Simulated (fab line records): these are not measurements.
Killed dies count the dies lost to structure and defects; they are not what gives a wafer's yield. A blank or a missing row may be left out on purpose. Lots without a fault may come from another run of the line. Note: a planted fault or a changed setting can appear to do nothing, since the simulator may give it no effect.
Split-lot trial	flow n5-finfet	route with 1938 steps; 7 lots, 21 wafers read

## ABOUT THE SPLIT
At N5_FIN_CUT_ETCH_21 (etches SOC in N2/H2, target depth 219 nm, overetch 43.8 nm, time 523.5 s), the setting time-s was moved away from the recipe's 523.5 s on 4 of the 21 wafers read, by -20.2% to +16.2%. The other wafers ran this setting at the recipe's value.

Reading taken at the split's own step.

## THE READING
SiARC_of_FIN_CUT_COAT_19.thk-nm (the simulator's own value, which no gauge read), in nm, at N5_FIN_CUT_ETCH_21 (etches SOC in N2/H2, target depth 219 nm, overetch 43.8 nm, time 523.5 s). No usual value for it is given in the file. Here, 17 wafers ran the recipe; their average is 11.8 nm with a standard deviation of 0.22 nm.

wafer	tool, chamber at the split	time-s as run, s	against the recipe	SiARC_of_FIN_CUT_COAT_19.thk-nm, nm	against lot-mates on the recipe
L077.1	rie-diel-02, 1	523.5	recipe	12	-
L077.2	rie-diel-02, 3	608.4	+16.2%	10.8	-1.2
L077.5	rie-diel-02, 2	608.4	+16.2%	10.4	-1.6
L078.1	rie-diel-03, 1	523.5	recipe	11.6	-
L078.4	rie-diel-03, 2	523.5	recipe	11.6	-
L078.6	rie-diel-03, 0	523.5	recipe	11.8	-
L086.2	rie-diel-01, 0	523.5	recipe	11.8	-
L086.4	rie-diel-01, 2	523.5	recipe	11.4	-
L086.5	rie-diel-01, 2	523.5	recipe	11.4	-
L087.2	rie-diel-03, 3	523.5	recipe	11.6	-
L087.3	rie-diel-03, 1	523.5	recipe	11.8	-
L087.5	rie-diel-03, 3	523.5	recipe	11.8	-
L093.1	rie-diel-02, 1	523.5	recipe	11.8	-
L093.2	rie-diel-02, 3	523.5	recipe	12.2	-
L093.6	rie-diel-02, 0	523.5	recipe	12.2	-
L094.3	rie-diel-03, 3	523.5	recipe	11.8	-
L094.4	rie-diel-03, 0	523.5	recipe	11.8	-
L094.5	rie-diel-03, 0	417.8	-20.2%	13.4	+1.6
L097.3	rie-diel-01, 3	523.5	recipe	11.8	-
L097.4	rie-diel-01, 0	423.6	-19.1%	13.4	+1.5
L097.6	rie-diel-01, 0	523.5	recipe	12	-

THE FIT
A straight line over all 21 wafers: SiARC_of_FIN_CUT_COAT_19.thk-nm changes by -0.0784 nm for each +1% of time-s; r = -0.95; the points scatter about the line by 0.22 nm.
The same after taking each lot's own level away (the mean of its wafers on the recipe; 21 wafers): -0.082 nm for each +1%; r = -0.98; scatter 0.14 nm.
The reading moves by 1.7 nm for the largest change in time-s, on that fit.
From 11.53 to 12.07 nm: that is the span of the lots' own levels, equal to 2.4 times the standard deviation above.
The two slopes agree, so the slope changes little with the lot-to-lot level.
Check: with one of the wafers moved furthest among these (-20.2%) left out of the fit, the line predicts +1.67 nm for it against its lot-mates. Against them it came out at +1.6 nm.

## THE WHOLE CHAIN: every reading that the file lists as answering this split, in the file's order
step	what it does	reading	change (the file's fit)	r (the file's)
N5_FIN_CUT_ETCH_21	etches SOC in N2/H2, target depth 219 nm, overetch 43.8 nm, time 523.5 s	etch.depth-nm (the simulator's own value, which no gauge read)	not straight: 210.7 at the lowest setting, 229.9 at the recipe, 230.5 at the highest	not given
N5_FIN_CUT_ETCH_21	etches SOC in N2/H2, target depth 219 nm, overetch 43.8 nm, time 523.5 s	SiARC_of_FIN_CUT_COAT_19.thk-nm (the simulator's own value, which no gauge read)	-0.0808 nm for each +1% of the setting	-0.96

## THE FILE'S OWN FIT
SiARC_of_FIN_CUT_COAT_19.thk-nm changes by -0.0808 nm for each +1% of time-s, r = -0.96.
